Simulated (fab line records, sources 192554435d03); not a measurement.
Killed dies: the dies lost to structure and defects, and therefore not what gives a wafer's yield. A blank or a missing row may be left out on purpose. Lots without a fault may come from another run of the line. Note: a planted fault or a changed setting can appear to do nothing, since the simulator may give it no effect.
fab line records :: flow n5_finfet
record
  lots=3
  wafers=8
  last_day=18
route steps=1938 shown BEOL_M4@1099 BEOL_M5@1112 BEOL_M6@1233 PASSIVATION@1936
lots that met no fault: taken from a fault-free run of the same line
start_h: hours from the record's opening day to when the first of the lot's shown wafers began :: wait_h: hours from the lot's prior step to this one :: " repeats the value in the row above :: L1.1+2: several wafers, shown together as one row :: - no value, or no start given :: * or withheld: withheld :: < > ~ a bound
route shown NAME@n: NAME is a module with steps in the file, n the number in the route of the first one :: usual: average and standard deviation across the fault-free wafers :: same: alike in all rows :: chamber/n: place in a boat :: sites: each site's reading :: _std_site: the values' standard deviation :: _edge_site: mean of outer sites minus mean of inner sites :: radius_mm: for every site, how far away it sits from the centre of the wafer :: mask NAME#n: copy n :: behind: tool/chamber where the wafer was last shaped :: hold: the reason the lot was held/the length of the hold in hours/how it ended :: device: which transistor (n, p or np) failed to switch :: end of line: tests run on the same wafers once the route is complete :: a step given without rows: its recipe and nothing more :: killed: not the wafer's yield, but the dies lost to structure and defects at the first sort :: map: the dies of a wafer, with x for killed, . for not killed, _ for no die there
set.NAME: the run value of the setting; set.NAME@STEP: its run value at that earlier step :: model.NAME: the simulator's own value behind a step, which no gauge read
lots at selected steps of the route; one table per step, one row per wafer
services: from which hour (start_h, from the record's first day; less than 0 if before it) a tool's chamber was out of use, for how many hours, and why
## steps
# step N5_BEOL_M4_ANNEAL_95
# recipe
  temp_c=400
  time_s=240
  ambient=vacuum
# step N5_BEOL_M4_SPUTTER_96
# recipe
  material=Cu
  target_thk_a=45
  temp_c=-20
  chamber_pressure_pa=0.07
  power_w=withheld
  time_s=8.29
# step N5_BEOL_M4_ECD_50
# recipe
  material=Cu
  target_thk_a=3000
# step N5_BEOL_M4_ANNEAL_51
# recipe
  temp_c=225
  time_s=90
  ambient=N2
# step N5_BEOL_M4_CMP_52
# recipe
  stop_on=SiOC
  t_overpolish_s=6.8
  down_force_psi=1
  platen_rpm=50
  clearing_platen_down_force_psi=1.5
  clearing_platen_rpm=50
  post_cmp_clean=cu_alkaline
  target_thk_nm=40
  clearing_platen_pad_velocity_m_s=0.99484
  pad_velocity_m_s=0.99484
# step N5_BEOL_M4_PRE_CLEAN_60
# recipe
  gas=NH3/H2
  time_s=15
  temp_c=*
  rf_power_w=300
# step N5_BEOL_M4_CO_CAP_55
# recipe
  material=Co
  target_thk_a=20
  temp_c=200
  precursor=CCTBA/H2
  pressure_torr=30
  time_s=102.1
# step N5_BEOL_M4_PRE_CLEAN_56
# recipe
  gas=NH3
  time_s=15
  temp_c=withheld
  rf_power_w=300
# step N5_BEOL_M4_DEP_57
# recipe
  material=SiCN
  target_thk_a=80
  temp_c=withheld
  precursor=3MS/NH3
  pressure_torr=3
  rf_w=202
  time_s=14
# step N5_BEOL_M4_RC_MEAS_101
# usual
  DIBL_N=36.3/1.6
  DIBL_P=36.4/2.1
  IOFF_N=0.16/0.032
  IOFF_P=0.22/0.044
  ION_N=675/12
  ION_P=463/8.3
  SS_N=71.6/0.64
  SS_P=73.3/0.67
  VT_N=250/3.3
  VT_P=-250/3.7
lot.wafer: L931.2
tool: prober-01
chamber: 0
start_h: 219.13
wait_h: 0.2
DIBL_N[mV/V]: 37.4
DIBL_P[mV/V]: 38.4
IOFF_N[nA/um]: 0.19
IOFF_P[nA/um]: 0.25
ION_N[uA/um]: 684
ION_P[uA/um]: 468
SS_N[mV/dec]: 71.2
SS_P[mV/dec]: 73.8
VT_N[mV]: 245
VT_P[mV]: -248

lot.wafer: L931.4
tool: prober-01
chamber: 0
start_h: 219.13
wait_h: 0.2
DIBL_N[mV/V]: 37.6
DIBL_P[mV/V]: 38.7
IOFF_N[nA/um]: 0.18
IOFF_P[nA/um]: 0.24
ION_N[uA/um]: 682
ION_P[uA/um]: 468
SS_N[mV/dec]: 72.0
SS_P[mV/dec]: 73.3
VT_N[mV]: 249
VT_P[mV]: -250

lot.wafer: L931.6
tool: prober-01
chamber: 0
start_h: 219.13
wait_h: 0.2
DIBL_N[mV/V]: 35.2
DIBL_P[mV/V]: 35.4
IOFF_N[nA/um]: 0.15
IOFF_P[nA/um]: 0.20
ION_N[uA/um]: 660
ION_P[uA/um]: 463
SS_N[mV/dec]: 70.3
SS_P[mV/dec]: 72.8
VT_N[mV]: 250
VT_P[mV]: -250

lot.wafer: L935.2
tool: prober-01
chamber: 0
start_h: 254.86
wait_h: 0.2
DIBL_N[mV/V]: 37.6
DIBL_P[mV/V]: 37.0
IOFF_N[nA/um]: 0.17
IOFF_P[nA/um]: 0.28
ION_N[uA/um]: 682
ION_P[uA/um]: 475
SS_N[mV/dec]: 72.1
SS_P[mV/dec]: 72.7
VT_N[mV]: 250
VT_P[mV]: -244

lot.wafer: L935.3
tool: prober-01
chamber: 0
start_h: 254.86
wait_h: 0.2
DIBL_N[mV/V]: 40.7
DIBL_P[mV/V]: 41.1
IOFF_N[nA/um]: 0.23
IOFF_P[nA/um]: 0.41
ION_N[uA/um]: 683
ION_P[uA/um]: 480
SS_N[mV/dec]: 73.0
SS_P[mV/dec]: 75.3
VT_N[mV]: 246
VT_P[mV]: -240

lot.wafer: L935.5
tool: prober-01
chamber: 0
start_h: 254.86
wait_h: 0.2
DIBL_N[mV/V]: 37.5
DIBL_P[mV/V]: 37.5
IOFF_N[nA/um]: 0.17
IOFF_P[nA/um]: 0.29
ION_N[uA/um]: 677
ION_P[uA/um]: 472
SS_N[mV/dec]: 72.6
SS_P[mV/dec]: 73.3
VT_N[mV]: 248
VT_P[mV]: -242

lot.wafer: L943.4
tool: prober-02
chamber: 0
start_h: 310.41
wait_h: 0.5
DIBL_N[mV/V]: 35.7
DIBL_P[mV/V]: 34.1
IOFF_N[nA/um]: 0.14
IOFF_P[nA/um]: 0.19
ION_N[uA/um]: 667
ION_P[uA/um]: 460
SS_N[mV/dec]: 71.6
SS_P[mV/dec]: 73.3
VT_N[mV]: 252
VT_P[mV]: -253

lot.wafer: L943.5
tool: prober-02
chamber: 0
start_h: 310.41
wait_h: 0.5
DIBL_N[mV/V]: 34.7
DIBL_P[mV/V]: 33.7
IOFF_N[nA/um]: 0.14
IOFF_P[nA/um]: 0.19
ION_N[uA/um]: 689
ION_P[uA/um]: 471
SS_N[mV/dec]: 70.9
SS_P[mV/dec]: 72.8
VT_N[mV]: 251
VT_P[mV]: -253
# step N5_BEOL_M5_ILD_DEP_00
# recipe
  material=SiCOH_lowk
  target_thk_a=1406.4
  temp_c=300
  precursor=DEMS/porogen
  pressure_torr=5
  rf_w=500
  time_s=25.9
# step N5_BEOL_M5_CURE_79
# recipe
  temp_c=385
  time_s=240
  ambient=He/Ar
  material=SiCOH_lowk
# step N5_BEOL_M5_PECVD_70
# recipe
  material=SiO2
  target_thk_a=160
  temp_c=400
  precursor=TEOS/O2
  pressure_torr=5.5
  rf_w=450
  teos_flow_sccm=53.8
  gas=O2
  flow_sccm=3000
  time_s=18
# step N5_BEOL_M5_HM_DEP_02
# recipe
  material=TiN
  target_thk_a=200
  temp_c=25
  chamber_pressure_pa=0.49996
# step N5_BEOL_M5_COAT_59
# recipe
  resist=SOC
  temp_c=250
  time_s=60
  spin_rpm=1500
  resist_thk_nm=60
# step N5_BEOL_M5_COAT_60
# recipe
  resist=SiARC
  temp_c=220
  time_s=60
  spin_rpm=1500
  resist_thk_nm=12
# step N5_BEOL_M5_COAT_71
# recipe
  resist=underlayer
  temp_c=205
  time_s=60
  spin_rpm=1500
  resist_thk_nm=5
# step N5_BEOL_M5_COAT_05
# recipe
  resist=CAR-EUV
  spin_rpm=1500
  resist_thk_nm=30
# step N5_BEOL_M5_EBR_07
# recipe
  solvent=PGMEA
  ebr_width_mm=1.5
# step N5_BEOL_M5_SOFTBAKE_06
# recipe
  temp_c=110
  time_s=60
  resist=CAR-EUV
# step N5_BEOL_M5_EXPOSE_08
# recipe
  mask_id=M5
  na=0.33
  source_shape=annular
  sigma_inner=0.4
  sigma_outer=0.8
  polarization=unpolarized
  target_cd_nm=28
  dose_mj=35.75
# step N5_BEOL_M5_PEB_09
# recipe
  peb_temp_c=100
  peb_time_s=60
  resist=CAR-EUV
# step N5_BEOL_M5_DEVELOP_10
# recipe
  develop_time_s=30
  developer=TMAH
  resist=CAR-EUV
  rinse_liquid=surfactant_rinse
  dry=air_spin
  dev_temp_c=23
# step N5_BEOL_M5_DESCUM_16
# recipe
  chemistry=O2
  time_s=7
  source_power_w=50
  bias_power_w=20
  pressure_mtorr=20
  rf_frequency_hz=2.712e+07
  temp_c=40
  resist=CAR-EUV
  o2_flow_sccm=225
# step N5_BEOL_M5_ETCH_72
# recipe
  chemistry=N2/H2
  target=underlayer
  target_depth_a=65
  mask_material=CAR-EUV
  time_s=5.2
  ion_energy_ev=200
  pressure_mtorr=30
  source_w=840
  bias_w=150
  n2_flow_sccm=200
  h2_flow_sccm=200
  ends=cleared
# step N5_BEOL_M5_ETCH_61
# recipe
  chemistry=CF4
  target=SiARC
  target_depth_a=156
  mask_material=CAR-EUV
  time_s=26
  ion_energy_ev=80
  pressure_mtorr=40
  source_w=545
  bias_w=36
  Ar_flow_sccm=100
  cf4_flow_sccm=100
  ends=cleared
# step N5_BEOL_M5_ETCH_62
# recipe
  chemistry=N2/H2
  target=SOC
  target_depth_a=750
  overetch_a=150
  mask_material=SiARC
  temp_c=40
  time_s=112.5
  ion_energy_ev=200
  pressure_mtorr=30
  source_w=840
  bias_w=150
  n2_flow_sccm=200
  h2_flow_sccm=200
# step N5_BEOL_M5_STRIP_63
# recipe
  chemistry=N2/H2
  temp_c=40
  n2_flow_sccm=200
  h2_flow_sccm=200
  rf_frequency_hz=6e+07
# step N5_BEOL_M5_STRIP_73
# recipe
  chemistry=N2/H2
  temp_c=40
  n2_flow_sccm=200
  h2_flow_sccm=200
  rf_frequency_hz=6e+07
# step N5_BEOL_M5_STRIP_64
# recipe
  chemistry=CF4
  resist=SiARC
  power_w=300
  bias_power_w=75
  pressure_mtorr=50
  cf4_flow_sccm=150
  rf_frequency_hz=6e+07
# step N5_BEOL_M5_HM_OPEN_17
# recipe
  chemistry=Cl2/BCl3
  target_depth_a=200
  overetch_a=60
  target=TiN
  mask_material=SOC
  ion_energy_ev=150
  pressure_mtorr=10
  icp_w=1000
  bias_w=126
  Cl2_flow_sccm=53.25
  bcl3_flow_sccm=21.75
  Ar_flow_sccm=25
# step N5_BEOL_M5_STRIP_19
# recipe
  chemistry=O2
  power_w=400
  temp_c=40
  pressure_mtorr=30
  rf_frequency_hz=6e+07
  bias_power_w=0
  overash_fraction=0.2
  o2_flow_sccm=225
# step N5_BEOL_M5_COAT_65
# recipe
  resist=SOC
  temp_c=250
  time_s=60
  spin_rpm=1500
  resist_thk_nm=60
# step N5_BEOL_M5_COAT_66
# recipe
  resist=SiARC
  temp_c=220
  time_s=60
  spin_rpm=1500
  resist_thk_nm=12
# step N5_BEOL_M6_ETCH_66
# recipe
  chemistry=N2/H2
  target=SOC
  target_depth_a=800
  overetch_a=160
  mask_material=SiARC
  temp_c=40
  time_s=120
  ion_energy_ev=200
  pressure_mtorr=30
  source_w=840
  bias_w=150
  n2_flow_sccm=200
  h2_flow_sccm=200
# usual
  drypump_motor_current_A=5.8/0.53
  oes_product_au=0.60/0.079
  rf_vpp_V=524.6/2.6
  showerhead_plenum_p_Torr=2.57/0.09
  throttle_valve_pct=17.8/0.33
lot.wafer: L931.2
tool: rie_diel-02
chamber: 3
start_h: 236.88
wait_h: 0.0
drypump_motor_current_A: 6.3
oes_product_au: 0.55
rf_hours_counter_h: 202
rf_vpp_V: 520.0
showerhead_plenum_p_Torr: 2.43
throttle_valve_pct: 17.6
model.etch.depth_nm: 60.3
model.SiARC_of_BEOL_M6_COAT_64.thk_nm: 6.4
model.BEOL_M6.cd_nm: 40.6

lot.wafer: L931.4
tool: rie_diel-02
chamber: 3
start_h: 236.88
wait_h: 0.0
drypump_motor_current_A: 6.4
oes_product_au: 0.55
rf_hours_counter_h: -
rf_vpp_V: 520.2
showerhead_plenum_p_Torr: 2.43
throttle_valve_pct: 17.6
model.etch.depth_nm: 60.29
model.SiARC_of_BEOL_M6_COAT_64.thk_nm: 6.6
model.BEOL_M6.cd_nm: 40.6

lot.wafer: L931.6
tool: rie_diel-02
chamber: 1
start_h: 236.88
wait_h: 0.0
drypump_motor_current_A: 5.5
oes_product_au: 0.54
rf_hours_counter_h: -
rf_vpp_V: 522.9
showerhead_plenum_p_Torr: 2.52
throttle_valve_pct: 18.3
model.etch.depth_nm: 60.39
model.SiARC_of_BEOL_M6_COAT_64.thk_nm: 6.8
model.BEOL_M6.cd_nm: 40

lot.wafer: L935.2
tool: rie_diel-06
chamber: 0
start_h: 273.63
wait_h: 0.0
drypump_motor_current_A: 5.9
oes_product_au: 0.55
rf_hours_counter_h: 219
rf_vpp_V: 525.0
showerhead_plenum_p_Torr: 2.62
throttle_valve_pct: 18.1
model.etch.depth_nm: 59.93
model.SiARC_of_BEOL_M6_COAT_64.thk_nm: 6.4
model.BEOL_M6.cd_nm: 39.4

lot.wafer: L935.3
tool: rie_diel-06
chamber: 1
start_h: 273.63
wait_h: 0.0
drypump_motor_current_A: 5.2
oes_product_au: 0.52
rf_hours_counter_h: 226
rf_vpp_V: 525.7
showerhead_plenum_p_Torr: 2.61
throttle_valve_pct: 17.8
model.etch.depth_nm: 59.95
model.SiARC_of_BEOL_M6_COAT_64.thk_nm: 6.4
model.BEOL_M6.cd_nm: 39.8

lot.wafer: L935.5
tool: rie_diel-06
chamber: 2
start_h: 273.63
wait_h: 0.0
drypump_motor_current_A: 6.1
oes_product_au: 0.51
rf_hours_counter_h: -
rf_vpp_V: 526.5
showerhead_plenum_p_Torr: 2.62
throttle_valve_pct: 18.1
model.etch.depth_nm: 59.99
model.SiARC_of_BEOL_M6_COAT_64.thk_nm: 6.4
model.BEOL_M6.cd_nm: 39.6

lot.wafer: L943.4
tool: rie_diel-06
chamber: 3
start_h: 335.04
wait_h: 0.0
drypump_motor_current_A: 6.8
oes_product_au: 0.69
rf_hours_counter_h: 17
rf_vpp_V: 525.7
showerhead_plenum_p_Torr: 2.60
throttle_valve_pct: 17.5
model.etch.depth_nm: 59.9
model.SiARC_of_BEOL_M6_COAT_64.thk_nm: 6.4
model.BEOL_M6.cd_nm: 39.8

lot.wafer: L943.5
tool: rie_diel-06
chamber: 2
start_h: 335.04
wait_h: 0.0
drypump_motor_current_A: 6.2
oes_product_au: 0.66
rf_hours_counter_h: -
rf_vpp_V: 525.9
showerhead_plenum_p_Torr: 2.61
throttle_valve_pct: 17.7
model.etch.depth_nm: 50.33
model.SiARC_of_BEOL_M6_COAT_64.thk_nm: 9
model.BEOL_M6.cd_nm: 38.6
# step N5_BEOL_M6_VIA_ETCH_34
# recipe
  chemistry=C4F6/O2
  target=SiCOH_lowk
  target_depth_a=1263
  mask_material=SOC
  taper_deg=4
  time_s=50.9
  ion_energy_ev=250
  pressure_mtorr=30
  source_w=345
  bias_w=185
  Ar_flow_sccm=300
  C4F6_flow_sccm=10
  O2_flow_sccm=10
# usual
  O2_flow_sccm=10.00/0.032
  drypump_motor_current_A=5.8/0.52
  oes_product_au=0.79/0.11
  rf_vpp_V=667/13
  showerhead_plenum_p_Torr=2.87/0.1
  throttle_valve_pct=20.78/0.25
lot.wafer: L931.2
tool: rie_diel-02
chamber: 3
start_h: 236.98
wait_h: 0.0
O2_flow_sccm: 10.01
drypump_motor_current_A: 6.3
oes_product_au: 0.71
rf_hours_counter_h: 202
rf_vpp_V: 655
showerhead_plenum_p_Torr: 2.71
throttle_valve_pct: 20.59
model.BEOL_M6.cd_nm: 40.6

lot.wafer: L931.4
tool: rie_diel-02
chamber: 3
start_h: 236.98
wait_h: 0.0
O2_flow_sccm: 10.05
drypump_motor_current_A: 6.4
oes_product_au: 0.71
rf_hours_counter_h: -
rf_vpp_V: 654
showerhead_plenum_p_Torr: 2.70
throttle_valve_pct: 20.58
model.BEOL_M6.cd_nm: 40.6

lot.wafer: L931.6
tool: rie_diel-02
chamber: 1
start_h: 236.98
wait_h: 0.0
O2_flow_sccm: 9.97
drypump_motor_current_A: 5.5
oes_product_au: 0.70
rf_hours_counter_h: -
rf_vpp_V: 659
showerhead_plenum_p_Torr: 2.79
throttle_valve_pct: 21.18
model.BEOL_M6.cd_nm: 40

lot.wafer: L935.2
tool: rie_diel-06
chamber: 0
start_h: 273.73
wait_h: 0.0
O2_flow_sccm: 9.93
drypump_motor_current_A: 5.9
oes_product_au: 0.70
rf_hours_counter_h: 219
rf_vpp_V: 691
showerhead_plenum_p_Torr: 2.90
throttle_valve_pct: 20.92
model.BEOL_M6.cd_nm: 39.6

lot.wafer: L935.3
tool: rie_diel-06
chamber: 1
start_h: 273.73
wait_h: 0.0
O2_flow_sccm: 9.98
drypump_motor_current_A: 5.2
oes_product_au: 0.68
rf_hours_counter_h: 227
rf_vpp_V: 654
showerhead_plenum_p_Torr: 2.93
throttle_valve_pct: 20.97
model.BEOL_M6.cd_nm: 39.6

lot.wafer: L935.5
tool: rie_diel-06
chamber: 2
start_h: 273.73
wait_h: 0.0
O2_flow_sccm: 10.05
drypump_motor_current_A: 6.2
oes_product_au: 0.66
rf_hours_counter_h: -
rf_vpp_V: 679
showerhead_plenum_p_Torr: 2.89
throttle_valve_pct: 20.86
model.BEOL_M6.cd_nm: 39.4

lot.wafer: L943.4
tool: rie_diel-06
chamber: 3
start_h: 335.14
wait_h: 0.0
O2_flow_sccm: 9.99
drypump_motor_current_A: 6.8
oes_product_au: 0.91
rf_hours_counter_h: 17
rf_vpp_V: 670
showerhead_plenum_p_Torr: 2.92
throttle_valve_pct: 20.62
model.BEOL_M6.cd_nm: 39.8

lot.wafer: L943.5
tool: rie_diel-06
chamber: 2
start_h: 335.14
wait_h: 0.0
O2_flow_sccm: 10.03
drypump_motor_current_A: 6.2
oes_product_au: 0.95
rf_hours_counter_h: -
rf_vpp_V: 679
showerhead_plenum_p_Torr: 2.89
throttle_valve_pct: 20.55
model.BEOL_M6.cd_nm: 38.4
# step N5_PASSIVATION_PROBE_49
# usual
  defect_limited_yield=91.4/1.2
  killed_at_M0_to_M3=35/11
  killed_at_M4_up=14/6
  killed_at_contacts=12/6.7
  killed_at_front_end=37/9.7
  killed_at_other=3.5/2.5
  killed_dies=102/15
  killed_on_rim=13/3.6
  killed_open=67/12
  killed_short=33/7.3
  sort_bin_5_function=5.1/0.81
  sort_bin_6_memory=3.2/0.65
  sort_n_pass=1078/15
  sort_yield_pct=91.4/1.2
# same
  gross_dies=1180
  killed_at_back_side=0
  sort_bin_4_leakage[%]=0
  sort_bin_8_speed[%]=0
lot.wafer: L943.5
tool: prober-01
chamber: -
start_h: 422.21
wait_h: 0.2
defect_limited_yield[%]: 1.1
killed_at_M0_to_M3: 51
killed_at_M4_up: 1047
killed_at_contacts: 16
killed_at_front_end: 51
killed_at_other: 2
killed_dies: 1167
killed_on_rim: 152
killed_open: 69
killed_short: 57
sort_bin_5_function[%]: 94.8
sort_bin_6_memory[%]: 3.5
sort_n_pass: 13
sort_yield_pct[%]: 1.1
# killed by level:class
L943.5 BEOL_M6:area_etch=1040 BEOL_M0_SAQP:geometric_particle:short=14 BEOL_M1:geometric_particle:open=13 MOL_CONTACT_COAG:geometric_particle:open=10 FIN_SAQP:geometric_particle:open=9 GATE_CUT:geometric_particle:short=8 STARTING-WAFER:geometric_particle:open=8 FIN_SAQP:geometric_particle:short=7
# map L943.5 (x killed, . not)
_________________xxxxxxxxxxxx________________
______________xxxxxxxxxxxxxxxxxx_____________
___________xxxxxxxxxxxxxxxxxxxxxxxx__________
__________xxxxxxxxxxxxxxxxxxxxxxxxxx_________
________xxxxxxxxxxxxxxxxxxxxxxxxxxxxxx_______
_______xxxxxxxxxxxxxxxx.xxxxxxxxxxxxxxx______
______xxxxxxxxxxxxxxxxxxxxxxxxxxxxxxxxxx_____
_____xxxxxxxxxxxxxxxxxxxx.xxxxxxxxxxxxxxx____
____xxxxxxxxxxxxxxxxxxxxxxxxxxxxxxxxxxxxxx___
___xxxxxxxxxxxxxxxxxxxxxxxxxxxxxxxxxxxxxxxx__
___xxxxxxxxxxxxxxxxxx.xxxxxxxxxxxxxxxxxxxxx__
__xxxxxxxxxxxxxxxxxxxxx.x.xxxxxxxxxxxxxxxxxx_
__xxxxxxxxxxxxxxxxxxxxxxxxxxxxxxxxxxxxxxxxxx_
_xxxxxxxxxxxxxxxxxxxxxxx.xxxxxxxxxxxxxxxxxxxx
_xxxxxxxxxxxxxxxxxxxxxx.xxxxxxxxxxxxxxxxxxxxx
_xxxxxxxxxxxxxxxxxxxxxxxxxxxxxxxxxxxxxxxxxxxx
_xxxxxxxxxxxxxxxxxxxxx.xxxxxxxxxxxxxxxxxxxxxx
_xxxxxxxxxxxxxxxxxxxxxx.xxxxxxxxxxxxxxxxxxxxx
_xxxxxxxxxxxxxxxxxxxxxxx.xxxxxxxxxxxxxxxxxxxx
_xxxxxxxxxxxxxxxxxxxxxx.xxxxxxxxxxxxxxxxxxxxx
_xxxxxxxxxxxxxxxxxxxxxxxxxxxxxxxxxxxxxxxxxxxx
__xxxxxxxxxxxxxxxxxxxxxxxxxxxxxxxxxxxxxxxxxx_
__xxxxxxxxxxxxxxxxxxxxxx.xxxxxxxxxxxxxxxxxxx_
___xxxxxxxxxxxxxxxxxxxxxxxx.xxxxxxxxxxxxxxx__
___xxxxxxxxxxxxxxxxxxxxxxxxxxxxxxxxxxxxxxxx__
____xxxxxxxxxxxxxxxxxxxxxxxxxxxxxxxxxxxxxx___
_____xxxxxxxxxxxxxxxxxxxxxxxxxxxxxxxxxxxx____
______xxxxxxxxxxxxxxxxxxxxxxxxxxxxxxxxxx_____
_______xxxxxxxxxxxxxxxxxxxxxxxxxxxxxxxx______
________xxxxxxxxxxxxxxxxxxxxxxxxxxxxxx_______
__________xxxxxxxxxxxxxxxxxxxxxxxxxx_________
___________xxxxxxxxxxxxxxxxxxxxxxxx__________
______________xxxxxxxxxxxxxxxxxx_____________
_________________xxxxxxxxxxxx________________
# map L935.5 (x killed, . not)
_________________............________________
______________..........x...x..._____________
___________................x.......__________
__________....x...x........x......x._________
________.............x..x............._______
_______.x................x.xx.x........______
______.......x....xx.........x..x......._____
_____..................x............x..x.____
____....x........x.x.....x.............x..___
___.................x.....x...x....x.......__
___...............x..x............x........__
__...........x...x..............xx..x......._
__.......x...x.............................._
_..x.......x................x................
_..................x....x....x...xx..........
_.x.......................x....x.x........x..
_...........x..x.........x.....xx.......xx...
_x........................x..................
_...............................xxx.x........
_................x...........x............x..
_..x.x..x........x....x.......x....x.........
__..........x..............................._
__......x..........xx.x...xx................_
___.....x.................x............x...__
___.............xx.......x.................__
____..x............x................x....x___
_____...x................x..x............____
______.xxx.............x.x.............._____
_______.............x........xx.x......______
________.............................._______
__________........x................._________
___________........x...............__________
______________.....x............_____________
_________________.......x....________________
## services
tool: rie_diel-02
chamber: 2
start_h: 215.22
hours: 8.0
kind: repair

tool: rie_diel-02
chamber: 2
start_h: 223.32
hours: -
kind: clean

tool: rie_diel-02
chamber: 2
start_h: 223.32
hours: -
kind: consumable_replace:focus_ring

tool: rie_diel-02
chamber: 2
start_h: 223.32
hours: 17.2
kind: scheduled_down

tool: rie_diel-02
chamber: 2
start_h: 223.32
hours: 17.2
kind: vent_cycle

tool: rie_diel-06
chamber: -
start_h: 234.94
hours: 0.5
kind: repair

tool: rie_diel-06
chamber: 3
start_h: 268.66
hours: -
kind: clean

tool: rie_diel-06
chamber: 3
start_h: 268.66
hours: -
kind: consumable_replace:focus_ring

tool: rie_diel-06
chamber: 3
start_h: 268.66
hours: 20.6
kind: scheduled_down

tool: rie_diel-06
chamber: 3
start_h: 268.66
hours: 20.6
kind: vent_cycle

tool: rie_diel-02
chamber: 1
start_h: 279.22
hours: -
kind: clean

tool: rie_diel-02
chamber: 1
start_h: 279.22
hours: -
kind: consumable_replace:focus_ring

tool: rie_diel-02
chamber: 1
start_h: 279.22
hours: 16.4
kind: scheduled_down

tool: rie_diel-02
chamber: 1
start_h: 279.22
hours: 16.4
kind: vent_cycle

tool: rie_diel-06
chamber: 2
start_h: 289.23
hours: -
kind: clean

tool: rie_diel-06
chamber: 2
start_h: 289.23
hours: -
kind: consumable_replace:focus_ring

tool: rie_diel-06
chamber: 2
start_h: 289.23
hours: 18.8
kind: scheduled_down

tool: rie_diel-06
chamber: 2
start_h: 289.23
hours: 18.8
kind: vent_cycle
## key
first_sign
  step=N5_PASSIVATION_PROBE_49
  reading=killed_at_M4_up
  direction=up
  sigmas=99+
  usual=14
  struck=1047
effect
  step=N5_PASSIVATION_PROBE_49
  reading=sort_bin_5_function
  direction=up
  sigmas=99+
  usual=5.1
  struck=94.8
model_effect
  step=N5_BEOL_M6_ETCH_66
  value=etch.depth_nm
  without=60.1
  struck=50.33
model_effect
  step=N5_BEOL_M6_VIA_ETCH_34
  value=BEOL_M6.cd_nm
  without=39.6
  struck=38.4
more_kills_born_at
  N5_BEOL_M6_ETCH_66@rie_diel-06=1040
met_at N5_BEOL_M6_ETCH_66
struck_wafers L943.5
later_rows_left_out L943.5
onset_between 273.63 335.04
fault
  kind=process_parameter_drift
  tool=rie_diel-06
  chamber=-
  onset_h=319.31
  steps=N5_BEOL_M6_ETCH_66
  channel=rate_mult
  offset=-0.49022
  shape=step
  end_h=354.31
  scope=struck_wafers_only
# later_rows_left_out: the simulator's readings of these wafers behind a module that went badly wrong aren't trusted and aren't shown, but for the sort
